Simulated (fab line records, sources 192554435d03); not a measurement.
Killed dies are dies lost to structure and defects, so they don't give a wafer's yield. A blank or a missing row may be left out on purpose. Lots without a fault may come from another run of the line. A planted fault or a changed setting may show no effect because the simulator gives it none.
Chamber matching | flow n5_finfet | N5_BEOL_M5_DESCUM_33 on rie_diel-02: 4 sister chambers
The step chemistry O2, time 7 s. 14 wafers are shown with their chamber, then 7 later ones without.

WAFERS WITH THEIR CHAMBER
wafer  | chamber | drypump_motor_current_A (A) | showerhead_plenum_p_Torr (Torr) | throttle_valve_pct (%)
L074.2 | 3       | 5.9                         | 2.00                            | 20.38
L074.5 | 0       | 4.8                         | 2.15                            | 20.39
L074.6 | 1       | 5.5                         | 2.01                            | 20.70
L077.1 | 2       | 6.1                         | 2.04                            | 20.48
L077.2 | 1       | 5.6                         | 2.01                            | 20.71
L077.5 | 3       | 5.9                         | 2.00                            | 20.38
L079.3 | 0       | 4.8                         | 2.15                            | 20.42
L079.5 | 2       | 6.0                         | 2.04                            | 20.48
L079.6 | 1       | 5.6                         | 2.00                            | 20.73
L085.2 | 0       | 4.8                         | 2.14                            | 20.43
L085.3 | 3       | 5.9                         | 2.00                            | 20.43
L085.6 | 0       | 4.8                         | 2.14                            | 20.43
L088.2 | 1       | 5.6                         | 2.00                            | 20.75
L088.4 | 2       | 6.1                         | 2.03                            | 20.51

SIGNATURES (means of the wafers above)
reading                  | chamber 0 | chamber 1 | chamber 2 | chamber 3 | scatter within a chamber
drypump_motor_current_A  | 4.800     | 5.575     | 6.067     | 5.900     | 0.0376
showerhead_plenum_p_Torr | 2.1450    | 2.0050    | 2.0367    | 2.0000    | 0.00516
throttle_valve_pct       | 20.4175   | 20.7225   | 20.4900   | 20.3967   | 0.0219
Rule: a wafer's distance from a chamber is the root of the sum, over the readings, of the square of ((its reading less the chamber's mean) divided by the reading's scatter). The wafer belongs to the nearest chamber; if the next one is less than 2 further off, it can't be placed. The scatter: the root of (the sum of the squares of (reading less its chamber's mean) over the shown wafers, divided by (wafers less chambers)).

WAFERS WITHOUT THEIR CHAMBER
wafer  | drypump_motor_current_A (A) | showerhead_plenum_p_Torr (Torr) | throttle_valve_pct (%)
L088.5 | 5.9                         | 1.99                            | 20.44
L093.1 | 6.1                         | 2.03                            | 20.52
L093.3 | 5.6                         | 1.99                            | 20.76
L093.5 | 4.8                         | 2.14                            | 20.45
L096.1 | 4.8                         | 2.13                            | 20.47
L096.2 | 5.9                         | 1.99                            | 20.46
L096.3 | 6.1                         | 2.02                            | 20.53

WHICH CHAMBER EACH WENT THROUGH
wafer  | from the rows above | in truth
L088.5 | 3                   | 3
L093.1 | 2                   | 2
L093.3 | 1                   | 1
L093.5 | 0                   | 0
L096.1 | 0                   | 0
L096.2 | 3                   | 3
L096.3 | 2                   | 2
Placed correctly: 7 of 7. Can't be placed from these rows: 0. Placed wrongly: 0.
